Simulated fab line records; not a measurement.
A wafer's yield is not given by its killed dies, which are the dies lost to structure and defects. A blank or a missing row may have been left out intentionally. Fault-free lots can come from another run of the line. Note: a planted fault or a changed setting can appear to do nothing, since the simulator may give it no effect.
Chamber matching ; flow n5-finfet ; N5_BEOL_M8_DEP_56 on pecvd-02: 3 sister chambers
The step deposits SiCN from 3MS/NH3, target thk 10 nm, time 17.5 s. 18 wafers are shown with their chamber, then 9 later ones without.

== EACH WAFER AND ITS CHAMBER ==
wafer;chamber;showerhead-vpp-V (V);throttle-valve-pct (%);showerhead-plenum-p-Torr (Torr)
L074.2;1;853;8.9;3.672
L074.3;2;885;8.5;3.666
L074.5;1;867;8.7;3.662
L078.2;0;955;9.0;3.657
L078.3;1;850;8.9;3.666
L078.5;1;848;8.8;3.672
L079.1;2;880;8.8;3.675
L079.2;0;959;9.2;3.661
L079.4;2;884;8.6;3.668
L084.2;2;873;8.7;3.667
L084.4;0;966;9.1;3.665
L084.6;2;877;8.8;3.663
L087.1;0;952;9.1;3.650
L087.2;1;827;8.9;3.662
L087.5;1;870;8.8;3.663
L088.2;0;961;9.0;3.658
L088.3;2;864;8.7;3.664
L088.5;0;962;9.0;3.661

SIGNATURES (averages over the wafers above)
reading;chamber 0;chamber 1;chamber 2;scatter within a chamber
showerhead-vpp-V;959.17;852.50;877.17;10.4
throttle-valve-pct;9.067;8.833;8.683;0.0949
showerhead-plenum-p-Torr;3.65867;3.66617;3.66717;0.00471
Rule: for a wafer and a chamber, the distance is found by dividing, reading by reading, the gap between the wafer's reading and the chamber's mean by the reading's scatter, squaring, summing and taking the root. The wafer belongs to the nearest chamber; if the next one is less than 2 further off, it can't be placed. The scatter: the root of (the sum of the squares of (reading less its chamber's mean) over the shown wafers, divided by (wafers less chambers)).

== WAFERS WITHOUT THEIR CHAMBER ==
wafer;showerhead-vpp-V (V);throttle-valve-pct (%);showerhead-plenum-p-Torr (Torr)
L091.2;857;8.9;3.677
L091.5;860;8.8;3.665
L091.6;869;8.8;3.669
L093.2;953;9.1;3.664
L093.4;850;8.9;3.654
L093.6;958;8.9;3.659
L097.2;848;9.0;3.669
L097.3;848;8.8;3.668
L097.5;948;9.0;3.658

== CHAMBER TAKEN BY EACH ==
wafer;from the rows above;in truth
L091.2;can't be placed: 1 or 2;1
L091.5;can't be placed: 1 or 2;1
L091.6;can't be placed: 2 or 1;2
L093.2;0;0
L093.4;can't be placed: 1 or 2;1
L093.6;0;0
L097.2;1;1
L097.3;1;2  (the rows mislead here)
L097.5;0;0
4 of 9 placed correctly. Cannot be placed on the basis of these rows: 4; the candidates contain the true chamber in 4. 1 placed wrongly.
